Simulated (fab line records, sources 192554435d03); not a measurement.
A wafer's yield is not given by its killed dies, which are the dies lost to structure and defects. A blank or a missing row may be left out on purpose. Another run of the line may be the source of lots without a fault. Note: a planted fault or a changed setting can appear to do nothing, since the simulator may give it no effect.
fab line records	flow n5Finfet
[record] lots = 6	wafers = 16	lastDay = 18
route steps=1938 shown PASSIVATION@1904
lots that met no fault: from a run of the same line without faults
startH: start of the lot's first displayed wafer, in hours after the record's first day	waitH: how many hours have passed since the lot's step before this one	" as in the row above	L1.1+2: a row that stands for several wafers	- value missing, or start not given	* or withheld: withheld	< > ~ a bound
route shown NAME@n: NAME is a module with steps in the file, n the number in the route of the first one	usual: average and standard deviation across the fault-free wafers	same: alike in all rows	chamber/n: place in a boat	sites: each site's reading	_std_site: the standard deviation of these	_edge_site: mean of outer sites minus mean of inner sites	radiusMm: how far each site lies from the wafer's centre	mask NAME#n: copy n	behind: the tool/chamber that last shaped the wafer	hold: why the lot was held/for how many hours/how that ended	device: the n, p or np transistor that did not switch	end of line: tests run on the same wafers once the route is complete	a step with no rows: only its recipe	killed: the dies lost at the first sort to structure and to defects; this is not the yield of the wafer	map: a wafer's dies, marking killed ones x, the rest . and places with no die _
set.NAME: setting as actually run; set.NAME@STEP: the setting as run at that earlier step	model.NAME: the simulator's own value behind a step, which no gauge read
certain route steps with their lots: each step a table, each wafer a row
services: the hour from which a tool's chamber was out of use, counted from the record's first day as startH (under 0 if before that day), plus the number of hours and why
[[steps]]
[step N5_PASSIVATION_HARDBAKE_31]
[recipe] tempC = 130	timeS = 120
[step N5_PASSIVATION_CD_MEAS_30]
[recipe] targetCdNm = 4000	landingEnergyEv = 500	detector = seInlens	polarity = opening
[usual] cdNm = 3999.4/1.6
lot.wafer	tool	chamber	startH	waitH	cdNm
L408.1	cdSem-01	0	314.16	-	3997.2
L408.3	"	0	"	"	4001.6
L408.5	"	0	"	"	3999.8
L407.2	cdSem-01	0	331.39	-	4002.0
L407.4	"	0	"	"	4000.6
L407.5	"	0	"	"	4000.4
L413.2	cdSem-01	0	366.70	-	3997.9
L413.6	"	0	"	"	3999.2
L414.2	cdSem-01	0	368.19	-	3999.5
L414.4	"	0	"	"	3999.1
L419.1	cdSem-02	0	420.17	-	3995.8
L419.2	"	0	"	"	4000.2
L419.4	"	0	"	"	3998.6
L424.2	cdSem-02	0	429.52	-	4000.9
L424.3	"	0	"	"	4000.5
L424.4	"	0	"	"	3999.8
[step N5_PASSIVATION_OVL_MEAS_63]
[recipe] pointsPerWafer = 44
[usual] PAD_OVL = 2/5.3
lot.wafer	tool	chamber	startH	waitH	PAD_OVL[nm]
L408.1	overlay-01	0	314.20	0.0	2
L408.3	"	0	"	"	16
L408.5	"	0	"	"	8
L407.2	overlay-02	0	331.42	0.0	4
L407.4	"	0	"	"	-1
L407.5	"	0	"	"	2
L413.2	overlay-02	0	366.73	0.0	0
L413.6	"	0	"	"	4
L414.2	overlay-02	0	368.22	0.0	1
L414.4	"	0	"	"	0
L419.1	overlay-02	0	420.20	0.0	8
L419.2	"	0	"	"	-3
L419.4	"	0	"	"	-1
L424.2	overlay-02	0	429.55	0.0	-3
L424.3	"	0	"	"	-2
L424.4	"	0	"	"	0
[step N5_PASSIVATION_INSPECT_64]
[recipe] mode = adi	inspectInstrument = macro
[usual] rawDefectCount = 1.9/1.4
lot.wafer	tool	chamber	startH	waitH	rawDefectCount
L408.1	defectInspect-02	-	314.22	0.0	4
L408.3	"	-	"	"	2
L408.5	"	-	"	"	2
L407.2	defectInspect-01	-	331.44	0.0	0
L407.4	"	-	"	"	3
L407.5	"	-	"	"	0
L413.2	defectInspect-01	-	366.75	0.0	6
L413.6	"	-	"	"	2
L414.2	defectInspect-01	-	368.25	0.0	3
L414.4	"	-	"	"	2
L419.1	defectInspect-01	-	420.22	0.0	2
L419.2	"	-	"	"	4
L419.4	"	-	"	"	4
L424.2	defectInspect-01	-	429.57	0.0	2
L424.3	"	-	"	"	1
L424.4	"	-	"	"	1
[step N5_PASSIVATION_DESCUM_32]
[recipe] chemistry = O2	timeS = 7.9	sourcePowerW = 50	biasPowerW = 20	pressureMtorr = 20	rfFrequencyHz = 2.712e+07	tempC = 40	o2FlowSccm = 225
[usual] drypumpMotorCurrentA = 5.7/0.59	oesProductAu = 0.80/0.11	rfVppV = 243.3/1.6	showerheadPlenumPTorr = 2.10/0.081	throttleValvePct = 20.45/0.26
lot.wafer	tool	chamber	startH	waitH	drypumpMotorCurrentA	oesProductAu	rfHoursCounterH	rfVppV	showerheadPlenumPTorr	throttleValvePct
L408.1	rieDiel-05	2	314.26	0.0	6.2	0.68	240	242.5	2.06	20.83
L408.3	"	1	"	"	6.7	0.73	159	242.7	2.10	20.14
L408.5	"	0	"	"	6.4	0.78	-	241.4	2.08	20.34
L407.2	rieDiel-05	3	331.47	0.0	5.4	0.80	97	242.5	2.03	20.39
L407.4	"	0	"	"	6.4	0.77	147	241.9	2.08	20.37
L407.5	"	0	"	"	6.4	0.78	-	242.9	2.08	20.38
L413.2	rieDiel-02	2	366.79	0.0	6.1	0.72	178	245.6	2.08	20.48
L413.6	"	2	"	"	6.1	0.72	-	242.5	2.08	20.48
L414.2	rieDiel-05	3	368.28	0.0	5.4	0.78	111	242.6	2.02	20.41
L414.4	"	1	"	"	6.7	0.70	179	243.2	2.09	20.19
L419.1	rieDiel-06	3	420.39	0.2	5.0	0.94	6	245.9	2.25	19.91
L419.2	"	0	"	"	5.8	0.85	46	245.1	2.20	20.41
L419.4	"	2	"	"	4.9	0.88	35	244.9	2.12	20.44
L424.2	rieDiel-06	1	429.61	0.0	5.5	0.90	22	244.8	2.23	20.61
L424.3	"	2	"	"	4.9	0.86	39	242.8	2.12	20.43
L424.4	"	0	"	"	5.7	0.85	49	245.2	2.20	20.44
[step N5_PASSIVATION_AL_ETCH_33]
[recipe] chemistry = Cl2/BCl3	targetDepthA = 28000	overEtchFrac = 0.15	Cl2_flow_sccm = 180	bcl3FlowSccm = 60	target = Al	stopOn = TaN	timeS = 466.7	ionEnergyEv = 100	pressureMtorr = 10	icpW = 900	biasW = 100
[usual] drypumpMotorCurrentA = 5.7/0.52	heBacksideLeakSccm = 3.36/0.17	oesProductAu = 0.72/0.094	throttleValvePct = 34.31/0.16
lot.wafer	tool	chamber	startH	waitH	drypumpMotorCurrentA	heBacksideLeakSccm	oesProductAu	rfHoursCounterH	throttleValvePct
L408.1	rieMetal-02	0	314.34	0.1	5.3	3.25	0.88	2	34.43
L408.3	"	0	"	"	5.3	3.14	0.89	-	34.42
L408.5	"	0	"	"	5.3	3.09	0.89	-	34.44
L407.2	rieMetal-02	1	331.56	0.1	6.1	3.38	0.62	88	34.43
L407.4	"	1	"	"	6.1	3.49	0.61	-	34.46
L407.5	"	0	"	"	5.3	3.12	0.86	-	34.44
L413.2	rieMetal-03	1	366.87	0.1	5.7	3.51	0.65	56	34.40
L413.6	"	1	"	"	5.7	3.30	0.65	-	34.42
L414.2	rieMetal-02	0	368.37	0.1	5.3	3.24	0.82	9	34.45
L414.4	"	1	"	"	6.1	3.47	0.60	-	34.45
L419.1	rieMetal-02	1	420.47	0.1	6.1	3.65	0.61	98	34.41
L419.2	"	0	"	"	5.3	3.28	0.81	14	34.42
L419.4	"	1	"	"	6.1	3.59	0.60	-	34.43
L424.2	rieMetal-03	0	429.69	0.1	6.5	3.36	0.71	34	34.15
L424.3	"	1	"	"	5.7	3.61	0.64	-	34.41
L424.4	"	0	"	"	6.5	3.22	0.71	-	34.15
[step N5_PASSIVATION_ETCH_59]
[recipe] chemistry = Cl2/BCl3	target = TaN	targetDepthA = 650	timeS = 34.9	ionEnergyEv = 100	pressureMtorr = 10	icpW = 900	biasW = 100	Cl2_flow_sccm = 60	bcl3FlowSccm = 30
[step N5_PASSIVATION_STRIP_34]
[recipe] chemistry = O2	powerW = 600	tempC = 60	pressureMtorr = 30	rfFrequencyHz = 6e+07	biasPowerW = 0	overashFraction = 2	o2FlowSccm = 225
[usual] drypumpMotorCurrentA = 5.9/0.57	oesProductAu = 0.77/0.089	rfVppV = 3.5/1.5	showerheadPlenumPTorr = 2.10/0.067	throttleValvePct = 16.70/0.22
lot.wafer	tool	chamber	startH	waitH	drypumpMotorCurrentA	oesProductAu	rfHoursCounterH	rfVppV	showerheadPlenumPTorr	throttleValvePct
L408.1	rieDiel-06	1	314.86	0.1	5.4	0.65	235	2.6	1.99	17.25
L408.3	"	3	"	"	5.1	0.70	222	1.9	2.00	16.46
L408.5	"	1	"	"	5.4	0.67	-	1.0	1.99	17.21
L407.2	rieDiel-02	0	332.08	0.1	5.7	0.72	197	5.2	2.08	16.90
L407.4	"	2	"	"	6.1	0.73	-	5.2	2.09	16.72
L407.5	"	0	"	"	5.8	0.75	-	6.1	2.08	16.86
L413.2	rieDiel-02	2	367.39	0.1	6.1	0.72	179	7.5	2.08	16.69
L413.6	"	0	"	"	5.7	0.72	-	1.6	2.07	16.85
L414.2	rieDiel-06	3	368.88	0.1	5.0	0.70	242	3.3	2.00	16.53
L414.4	"	2	"	"	5.0	0.93	-	1.8	2.14	16.66
L419.1	rieDiel-05	1	421.01	0.1	6.7	0.70	196	8.6	2.09	16.55
L419.2	"	0	"	"	6.5	0.73	179	2.9	2.07	16.69
L419.4	"	3	"	"	5.5	0.75	130	3.0	2.02	16.68
L424.2	rieDiel-02	3	430.21	0.1	5.7	0.87	36	6.0	2.07	16.61
L424.3	"	1	"	"	6.7	0.73	170	4.1	2.17	16.51
L424.4	"	2	"	"	6.1	0.69	202	0.8	2.07	16.77
[step N5_PASSIVATION_STRIP_51]
[recipe] chemistry = postEtchResidueRemover	timeS = 1200	tempC = 72.5
[step N5_PASSIVATION_CLEAN_69]
[recipe] chemistry = IPA	timeS = 180	tempC = 25
[step N5_PASSIVATION_SRD_70]
[recipe] dry = ipaMarangoni	timeS = 30	tempC = 23	rinseLiquid = diw
[step N5_PASSIVATION_PECVD_53]
[recipe] material = SiO2	targetThkA = 8000	tempC = 400	precursor = TEOS/O2	pressureTorr = 6.5	rfW = withheld	teosFlowSccm = withheld	gas = O2	flowSccm = 2650	timeS = 169.4
[step N5_PASSIVATION_PECVD_35]
[recipe] material = SiNx	targetThkA = 7000	tempC = 400	precursor = SiH4/NH3/N2	pressureTorr = 4.9	rfW = 1406	timeS = 151.3
[usual] chamberPressureTorr = 4.898/0.01	heaterPowerW = 385/110	runLengthS = 195.3/0.58	showerheadPlenumPTorr = 8.68/0.086	throttleValvePct = 28.9/1.1
lot.wafer	tool	chamber	startH	waitH	chamberPressureTorr	heaterPowerW	runLengthS	showerheadPlenumPTorr	throttleValvePct	model.SiNx_of_PASSIVATION_PECVD_35.thkNm
L408.1	pecvd-03	2	315.47	0.1	4.903	374	195.4	8.53	28.5	696.4
L408.3	"	1	"	"	4.892	456	195.0	8.70	31.0	688.6
L408.5	"	0	"	"	4.901	515	194.6	8.82	28.8	706.8
L407.2	pecvd-03	2	332.69	0.1	4.912	389	195.2	8.58	28.5	688.8
L407.4	"	0	"	"	4.886	504	194.4	8.82	29.2	699.4
L407.5	"	2	"	"	4.877	406	195.6	8.55	28.7	696.8
L413.2	pecvd-03	2	368.00	0.1	4.907	419	137.8	8.56	28.2	435.6
L413.6	"	0	"	"	4.881	483	137.0	8.80	29.1	437
L414.2	pecvd-03	0	369.50	0.1	4.900	458	137.7	8.81	28.7	435.6
L414.4	"	1	"	"	4.913	340	195.5	8.73	30.8	702.4
L419.1	pecvd-02	2	421.68	0.1	4.898	347	195.9	8.61	29.5	680.2
L419.2	"	0	"	"	4.898	305	195.0	8.66	27.3	690.8
L419.4	"	2	"	"	4.882	402	196.0	8.60	29.0	697.2
L424.2	pecvd-02	0	430.88	0.1	4.890	255	194.7	8.62	27.0	688.2
L424.3	"	0	"	"	4.882	271	195.2	8.65	27.2	701.8
L424.4	"	2	"	"	4.924	313	195.9	8.61	29.1	695
[step N5_PASSIVATION_HMDS_37]
[recipe] timeS = 60	tempC = 120
[step N5_PASSIVATION_COAT_38]
[recipe] spinRpm = 3000	resistThkNm = withheld
[step N5_PASSIVATION_EBR_40]
[recipe] solvent = PGMEA	ebrWidthMm = 1.5
[step N5_PASSIVATION_SOFTBAKE_39]
[recipe] tempC = 110	timeS = 120
[step N5_PASSIVATION_EXPOSE_41]
[recipe] maskId = PASS_OPEN	na = 0.55	defocusNm = 0	sourceShape = conventional	sigmaOuter = 0.8	polarization = unpolarized	targetCdNm = 40000	doseMj = 57.25
[step N5_PASSIVATION_PEB_42]
[recipe] pebTempC = withheld	pebTimeS = *
[step N5_PASSIVATION_DEVELOP_43]
[recipe] developTimeS = 60	rinseLiquid = diw	dry = airSpin	devTempC = 21
[step N5_PASSIVATION_HARDBAKE_45]
[recipe] tempC = 130	timeS = 120
[step N5_PASSIVATION_CD_MEAS_44]
[recipe] targetCdNm = 40000	landingEnergyEv = 500	detector = seInlens
[usual] cdNm = 40003/3.9
lot.wafer	tool	chamber	startH	waitH	cdNm
L408.1	cdSem-01	0	316.03	-	40008
L408.3	"	0	"	"	40001
L408.5	"	0	"	"	40005
L407.2	cdSem-01	0	333.13	-	40007
L407.4	"	0	"	"	40007
L407.5	"	0	"	"	40003
L413.2	cdSem-02	0	368.57	-	40010
L413.6	"	0	"	"	40006
L414.2	cdSem-02	0	369.93	-	39999
L414.4	"	0	"	"	40003
L419.1	cdSem-01	0	422.29	-	40002
L419.2	"	0	"	"	40004
L419.4	"	0	"	"	40001
L424.2	cdSem-02	0	431.49	-	40008
L424.3	"	0	"	"	40000
L424.4	"	0	"	"	40005
[step N5_PASSIVATION_OVL_MEAS_66]
[recipe] pointsPerWafer = 44
[usual] PASS_OPEN_OVL = 2/4.5
lot.wafer	tool	chamber	startH	waitH	PASS_OPEN_OVL[nm]
L408.1	overlay-01	0	316.06	0.0	-7
L408.3	"	0	"	"	-7
L408.5	"	0	"	"	-3
L407.2	overlay-01	0	333.16	0.0	2
L407.4	"	0	"	"	2
L407.5	"	0	"	"	4
L413.2	overlay-01	0	368.59	0.0	7
L413.6	"	0	"	"	0
L414.2	overlay-01	0	369.96	0.0	6
L414.4	"	0	"	"	3
L419.1	overlay-02	0	422.32	0.0	6
L419.2	"	0	"	"	-3
L419.4	"	0	"	"	1
L424.2	overlay-02	0	431.52	0.0	-7
L424.3	"	0	"	"	3
L424.4	"	0	"	"	0
[step N5_PASSIVATION_INSPECT_67]
[recipe] mode = adi	inspectInstrument = macro
[usual] rawDefectCount = 2.1/1.4
lot.wafer	tool	chamber	startH	waitH	rawDefectCount
L408.1	defectInspect-01	-	316.08	0.0	2
L408.3	"	-	"	"	7
L408.5	"	-	"	"	6
L407.2	defectInspect-01	-	333.18	0.0	1
L407.4	"	-	"	"	4
L407.5	"	-	"	"	1
L413.2	defectInspect-02	-	368.62	0.0	3
L413.6	"	-	"	"	4
L414.2	defectInspect-01	-	369.98	0.0	3
L414.4	"	-	"	"	2
L419.1	defectInspect-02	-	422.35	0.0	0
L419.2	"	-	"	"	1
L419.4	"	-	"	"	1
L424.2	defectInspect-01	-	431.55	0.0	2
L424.3	"	-	"	"	1
L424.4	"	-	"	"	1
[step N5_PASSIVATION_DESCUM_46]
[recipe] chemistry = O2	timeS = 7.9	sourcePowerW = 50	biasPowerW = 20	pressureMtorr = 20	rfFrequencyHz = 2.712e+07	tempC = 40	o2FlowSccm = 225
[step N5_PASSIVATION_PASS_ETCH_47]
[recipe] chemistry = CF4/O2	target = SiNx	targetDepthA = 7700	timeS = 385	ionEnergyEv = 100	pressureMtorr = 40	sourceW = 535	biasW = 49	Ar_flow_sccm = 100	cf4FlowSccm = 100	O2_flow_sccm = 10
[usual] drypumpMotorCurrentA = 5.8/0.56	oesProductAu = 0.79/0.09	rfVppV = 244/4.4	showerheadPlenumPTorr = 2.21/0.073	throttleValvePct = 15.89/0.22
lot.wafer	tool	chamber	startH	waitH	drypumpMotorCurrentA	oesProductAu	rfHoursCounterH	rfVppV	showerheadPlenumPTorr	throttleValvePct
L408.1	rieDiel-02	1	316.33	0.0	6.7	0.77	127	236	2.31	15.70
L408.3	"	2	"	"	6.1	0.74	159	245	2.20	15.94
L408.5	"	2	"	"	6.1	0.74	-	243	2.20	15.95
L407.2	rieDiel-06	1	333.39	0.0	5.5	0.67	241	249	2.09	16.37
L407.4	"	0	"	"	5.8	0.91	-	239	2.33	15.77
L407.5	"	3	"	"	5.0	0.69	-	242	2.10	15.68
L413.2	rieDiel-02	1	368.69	0.0	6.7	0.75	147	236	2.30	15.75
L413.6	"	3	"	"	5.7	0.93	-	237	2.18	15.68
L414.2	rieDiel-05	0	370.05	0.0	6.4	0.76	162	248	2.21	16.01
L414.4	"	1	"	"	6.7	0.72	179	246	2.20	15.64
L419.1	rieDiel-06	1	422.50	0.0	5.5	0.92	19	253	2.34	15.92
L419.2	"	2	"	"	4.9	0.86	36	244	2.24	15.92
L419.4	"	3	"	"	5.0	0.93	6	246	2.35	15.26
L424.2	rieDiel-05	0	431.62	0.0	6.5	0.76	183	246	2.20	16.04
L424.3	"	3	"	"	5.5	0.77	134	245	2.12	15.84
L424.4	"	1	"	"	6.7	0.70	200	245	2.19	15.70
[step N5_PASSIVATION_ETCH_54]
[recipe] chemistry = CHF3/O2	target = SiO2	targetDepthA = 8800	CHF3_flow_sccm = 50	O2_flow_sccm = 5	Ar_flow_sccm = 200	timeS = 440	maskMaterial = PR	pressureMtorr = 30	sourceW = 650	biasW = 170	ionEnergyEv = 200
[usual] drypumpMotorCurrentA = 5.8/0.56	oesProductAu = 0.79/0.089	rfVppV = 530/9.6	showerheadPlenumPTorr = 2.42/0.081	throttleValvePct = 18.85/0.22
lot.wafer	tool	chamber	startH	waitH	drypumpMotorCurrentA	oesProductAu	rfHoursCounterH	rfVppV	showerheadPlenumPTorr	throttleValvePct
L408.1	rieDiel-02	1	316.56	0.1	6.7	0.77	127	515	2.53	18.65
L408.3	"	2	"	"	6.1	0.74	159	530	2.40	18.84
L408.5	"	2	"	"	6.1	0.75	-	529	2.40	18.86
L407.2	rieDiel-06	1	333.62	0.1	5.5	0.67	241	540	2.28	19.31
L407.4	"	0	"	"	5.8	0.92	-	515	2.55	18.74
L407.5	"	3	"	"	5.0	0.69	-	526	2.29	18.51
L413.2	rieDiel-02	1	368.92	0.1	6.7	0.76	147	515	2.52	18.67
L413.6	"	3	"	"	5.7	0.93	-	519	2.38	18.68
L414.2	rieDiel-05	0	370.28	0.1	6.4	0.75	162	536	2.42	18.96
L414.4	"	1	"	"	6.7	0.72	179	534	2.42	18.62
L419.1	rieDiel-06	1	422.73	0.1	5.5	0.92	19	548	2.56	18.91
L419.2	"	2	"	"	4.9	0.87	36	533	2.46	18.94
L419.4	"	3	"	"	5.0	0.93	7	534	2.57	18.18
L424.2	rieDiel-05	0	431.84	0.1	6.4	0.75	183	536	2.41	19.00
L424.3	"	3	"	"	5.5	0.77	134	531	2.33	18.83
L424.4	"	1	"	"	6.7	0.71	200	532	2.41	18.68
[step N5_PASSIVATION_STRIP_48]
[recipe] chemistry = O2	powerW = 600	tempC = 60	pressureMtorr = 30	rfFrequencyHz = 6e+07	biasPowerW = 0	overashFraction = 0.5	o2FlowSccm = 225
[step N5_PASSIVATION_STRIP_52]
[recipe] chemistry = postEtchResidueRemover	timeS = 1200	tempC = 72.5
lot.wafer	tool	chamber	startH	waitH	model.SiNx_of_PASSIVATION_PECVD_35.thkNm
L408.1	wetBench-01	1	316.91	-	696
L408.3	"	7	"	"	688.2
L408.5	"	2	"	"	706.4
L407.2	wetBench-03	5	333.98	-	688.4
L407.4	"	4	"	"	699
L407.5	"	7	"	"	696.4
L413.2	wetBench-03	0	369.27	-	435.2
L413.6	"	4	"	"	436.6
L414.2	wetBench-01	7	370.63	-	435.2
L414.4	"	0	"	"	702
L419.1	wetBench-03	1	423.14	-	679.8
L419.2	"	3	"	"	690.6
L419.4	"	5	"	"	697
L424.2	wetBench-03	6	432.20	-	687.8
L424.3	"	4	"	"	701.6
L424.4	"	1	"	"	694.8
[step N5_PASSIVATION_CLEAN_71]
[recipe] chemistry = IPA	timeS = 180	tempC = 25
[step N5_PASSIVATION_PROBE_49]
[usual] defectLimitedYield = 91.4/1.5	killed_at_M0_to_M3 = 33/11	killed_at_M4_up = 14/5.3	killedAtContacts = 13/6.2	killedAtFrontEnd = 39/13	killedAtOther = 3.1/2.8	killedDies = 102/17	killedOpen = 68/13	killedShort = 32/7.8	sort_bin_5_function = 5.1/0.95	sort_bin_6_memory = 3.2/0.7	sortNPass = 1078/18	sortYieldPct = 91.3/1.5
[same] grossDies = 1180	killedAtBackSide = 0	sort_bin_4_leakage[%] = 0	sort_bin_8_speed[%] = 0
lot.wafer	tool	chamber	startH	waitH	defectLimitedYield[%]	killed_at_M0_to_M3	killed_at_M4_up	killedAtContacts	killedAtFrontEnd	killedAtOther	killedDies	killedOpen	killedShort	sort_bin_5_function[%]	sort_bin_6_memory[%]	sortNPass	sortYieldPct[%]
L408.1	prober-01	-	319.35	0.0	90.8	31	19	9	49	1	109	68	41	5.7	3.4	1071	90.8
L408.3	prober-01	-	319.45	0.1	91.3	32	7	2	60	2	103	59	43	5.3	3.2	1077	91.3
L408.5	prober-01	-	319.55	0.2	90.2	48	9	8	51	0	116	79	37	7.2	2.4	1064	90.2
L407.2	prober-01	-	336.68	0.3	93.2	31	9	11	29	0	80	54	26	4.3	2.1	1100	93.2
L407.4	prober-01	-	336.78	0.4	91.7	34	12	10	40	2	98	69	29	5.3	2.7	1082	91.7
L407.5	prober-01	-	336.83	0.5	92.5	33	13	8	31	3	88	67	21	4.4	2.8	1092	92.5
L413.2	prober-01	-	371.75	0.1	90.9	38	22	9	33	5	107	72	34	5.8	3.0	1073	90.9
L413.6	prober-01	-	371.95	0.3	89.0	40	34	9	38	9	130	89	39	5.8	4.9	1050	89.0
L414.2	prober-01	-	373.11	0.1	92.3	22	10	15	42	2	91	54	35	4.3	2.9	1089	92.3
L414.4	prober-01	-	373.21	0.2	90.8	28	15	15	49	1	108	79	28	5.3	3.5	1072	90.8
L419.1	prober-02	-	425.56	0.0	89.4	52	16	5	50	2	125	79	44	6.1	4.1	1055	89.4
L419.2	prober-02	-	425.61	0.1	90.6	41	8	8	51	3	111	70	39	5.3	3.8	1069	90.6
L419.4	prober-02	-	425.71	0.2	91.0	37	11	19	33	6	106	70	35	5.6	2.8	1074	91.0
L424.2	prober-02	-	434.76	0.2	90.3	23	10	16	63	2	114	83	28	6.9	2.5	1066	90.3
L424.3	prober-02	-	434.81	0.2	91.5	32	9	16	39	4	100	69	28	5.3	3.0	1080	91.5
L424.4	prober-02	-	434.86	0.3	91.3	29	13	25	34	2	103	70	30	6.1	2.2	1077	91.3
// killed by level:class
L408.1 FIN_SAQP:geometricParticle:short=14 FIN_SAQP:geometricParticle:open=11 BEOL_M4:geometricParticle:open=11 MOL_CONTACT_COAG:geometricParticle:open=8 BEOL_M0_SAQP:geometricParticle:open=8 BEOL_M1:geometricParticle:open=8 BEOL_M1:geometricParticle:short=7 STI_FIN_REVEAL:geometricParticle:open=6
L408.3 FIN_SAQP:geometricParticle:short=18 FIN_SAQP:geometricParticle:open=17 BEOL_M0_SAQP:geometricParticle:short=12 STI_FIN_REVEAL:geometricParticle:open=11 BEOL_M0_SAQP:geometricParticle:open=9 GATE_CUT:geometricParticle:short=7 BEOL_M1:geometricParticle:open=4 BEOL_M4:geometricParticle:open=3
L408.5 FIN_SAQP:geometricParticle:short=12 BEOL_M0_SAQP:geometricParticle:open=12 FIN_SAQP:geometricParticle:open=11 BEOL_M0_SAQP:geometricParticle:short=9 BEOL_M1:geometricParticle:open=9 MOL_CONTACT_COAG:geometricParticle:open=8 GATE_CUT:geometricParticle:short=7 STI_FIN_REVEAL:geometricParticle:open=7
L407.2 MOL_CONTACT_COAG:geometricParticle:open=10 BEOL_M0_SAQP:geometricParticle:open=7 DUMMY_GATE:geometricParticle:open=6 BEOL_M2:geometricParticle:open=6 BEOL_M3:geometricParticle:open=6 BEOL_M0_SAQP:geometricParticle:short=5 GATE_CUT:geometricParticle:short=4 FIN_SAQP:geometricParticle:open=3
L407.4 FIN_SAQP:geometricParticle:open=14 BEOL_M3:geometricParticle:open=10 STI_FIN_REVEAL:geometricParticle:open=9 MOL_CONTACT_COAG:geometricParticle:open=9 BEOL_M0_SAQP:geometricParticle:short=8 BEOL_M2:geometricParticle:open=7 BEOL_M4:geometricParticle:open=6 FIN_SAQP:geometricParticle:short=4
L407.5 BEOL_M0_SAQP:geometricParticle:open=12 MOL_CONTACT_COAG:geometricParticle:open=7 BEOL_M2:geometricParticle:open=7 STI_FIN_REVEAL:geometricParticle:open=5 BEOL_M3:geometricParticle:open=5 FIN_SAQP:geometricParticle:open=4 GATE_CUT:geometricParticle:short=4 GATE_CUT:geometricParticle:open=4
L413.2 FIN_SAQP:geometricParticle:open=12 BEOL_M4:geometricParticle:open=11 BEOL_M1:geometricParticle:open=10 BEOL_M0_SAQP:geometricParticle:short=8 MOL_CONTACT_COAG:geometricParticle:open=7 BEOL_M0_SAQP:geometricParticle:open=6 BEOL_M2:geometricParticle:open=6 DUMMY_GATE:geometricParticle:open=4
L413.6 BEOL_M4:geometricParticle:open=18 FIN_SAQP:geometricParticle:short=12 BEOL_M2:geometricParticle:open=10 MOL_CONTACT_COAG:geometricParticle:open=9 BEOL_M3:geometricParticle:open=8 FIN_SAQP:geometricParticle:open=7 BEOL_M0_SAQP:geometricParticle:open=7 BEOL_M1:geometricParticle:open=7
L414.2 FIN_SAQP:geometricParticle:short=13 STI_FIN_REVEAL:geometricParticle:open=12 MOL_CONTACT_COAG:geometricParticle:open=9 BEOL_M4:geometricParticle:open=7 MOL_CONTACT_COAG:geometricParticle:short=6 BEOL_M2:geometricParticle:open=6 BEOL_M0_SAQP:geometricParticle:open=5 BEOL_M1:geometricParticle:open=5
L414.4 STI_FIN_REVEAL:geometricParticle:open=18 MOL_CONTACT_COAG:geometricParticle:open=12 BEOL_M1:geometricParticle:open=9 FIN_SAQP:geometricParticle:open=8 FIN_SAQP:geometricParticle:short=6 BEOL_M2:geometricParticle:open=6 BEOL_M4:geometricParticle:open=6 BEOL_M0_SAQP:geometricParticle:short=5
L419.1 STI_FIN_REVEAL:geometricParticle:open=16 BEOL_M0_SAQP:geometricParticle:open=14 BEOL_M0_SAQP:geometricParticle:short=12 BEOL_M4:geometricParticle:open=9 DUMMY_GATE:geometricParticle:open=8 BEOL_M3:geometricParticle:short=7 BEOL_M2:geometricParticle:open=6 ILD0:geometricParticle:open=5
L419.2 FIN_SAQP:geometricParticle:short=10 STI_FIN_REVEAL:geometricParticle:open=9 BEOL_M0_SAQP:geometricParticle:short=8 MOL_CONTACT_COAG:geometricParticle:open=7 BEOL_M2:geometricParticle:open=7 FIN_SAQP:geometricParticle:open=6 BEOL_M0_SAQP:geometricParticle:open=6 DUMMY_GATE:geometricParticle:open=5
L419.4 MOL_CONTACT_COAG:geometricParticle:open=16 GATE_CUT:geometricParticle:short=8 BEOL_M0_SAQP:geometricParticle:open=8 BEOL_M0_SAQP:geometricParticle:short=6 BEOL_M2:geometricParticle:open=6 FIN_SAQP:geometricParticle:open=5 DUMMY_GATE:geometricParticle:open=5 BEOL_M3:geometricParticle:short=5
L424.2 STI_FIN_REVEAL:geometricParticle:open=16 MOL_CONTACT_COAG:geometricParticle:open=15 FIN_SAQP:geometricParticle:open=8 BEOL_M1:geometricParticle:open=7 DUMMY_GATE:geometricParticle:open=6 GATE_CUT:geometricParticle:short=6 STARTING-WAFER:geometricParticle:open=6 BEOL_M2:geometricParticle:open=6
L424.3 STI_FIN_REVEAL:geometricParticle:open=20 MOL_CONTACT_COAG:geometricParticle:open=14 BEOL_M0_SAQP:geometricParticle:short=10 BEOL_M0_SAQP:geometricParticle:open=5 BEOL_M1:geometricParticle:open=5 BEOL_M3:geometricParticle:open=5 GATE_CUT:geometricParticle:short=4 GATE_CUT:geometricParticle:open=3
L424.4 MOL_CONTACT_COAG:geometricParticle:open=19 BEOL_M1:geometricParticle:open=10 GATE_CUT:geometricParticle:open=6 MOL_CONTACT_COAG:geometricParticle:short=6 BEOL_M0_SAQP:geometricParticle:open=5 BEOL_M2:geometricParticle:open=5 ILD0:geometricParticle:short=5 FIN_SAQP:geometricParticle:open=4
[[services]]
tool	chamber	startH	hours	kind
rieMetal-03	-	290.84	14.6	pm
rieDiel-02	0	294.09	10.7	repair
rieDiel-06	2	303.85	-	clean
rieDiel-06	2	303.85	-	consumableReplace:focusRing
rieDiel-06	2	303.85	30.6	scheduledDown
rieDiel-06	2	303.85	30.6	ventCycle
rieDiel-06	1	306.01	2.9	repair
rieDiel-05	2	344.72	-	clean
rieDiel-05	2	344.72	-	consumableReplace:focusRing
pecvd-03	-	346.25	0.7	repair
rieDiel-06	1	359.91	-	clean
rieDiel-06	1	359.91	-	consumableReplace:focusRing
rieDiel-06	1	359.91	-	consumableReplace:showerhead
rieDiel-06	1	359.91	17.4	scheduledDown
rieDiel-06	1	359.91	17.4	ventCycle
pecvd-02	-	368.91	5.5	pm
rieMetal-03	-	373.47	1.4	pm
rieDiel-06	3	387.41	-	clean
rieDiel-06	3	387.41	-	consumableReplace:focusRing
rieDiel-06	3	387.41	-	consumableReplace:showerhead
rieDiel-06	3	387.41	17.0	scheduledDown
rieDiel-06	3	387.41	17.0	ventCycle
rieDiel-05	2	387.56	4.7	repair
rieDiel-02	0	399.87	14.4	repair
[[key]]
[firstSign] step = N5_PASSIVATION_PECVD_35	reading = runLengthS	direction = down	sigmas = 99+	usual = *	struck = *
effect none on later readings
[modelEffect] step = N5_PASSIVATION_PECVD_35	value = SiNx_of_PASSIVATION_PECVD_35.thkNm	without = 701.8	struck = 436.1
[modelEffect] step = N5_PASSIVATION_STRIP_52	value = SiNx_of_PASSIVATION_PECVD_35.thkNm	without = 701.4	struck = 435.7
metAt N5_PASSIVATION_PECVD_35
struckWafers L413.2,L413.6,L414.2
onsetBetween 332.69 368.00
[fault] kind = processParameterDrift	tool = pecvd-03	chamber = -	onsetH = 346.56	steps = N5_PASSIVATION_PECVD_35	channel = timeS	offset = *	shape = step	endH = 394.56	scope = struckWafersOnly	actsIn = *	stated = *
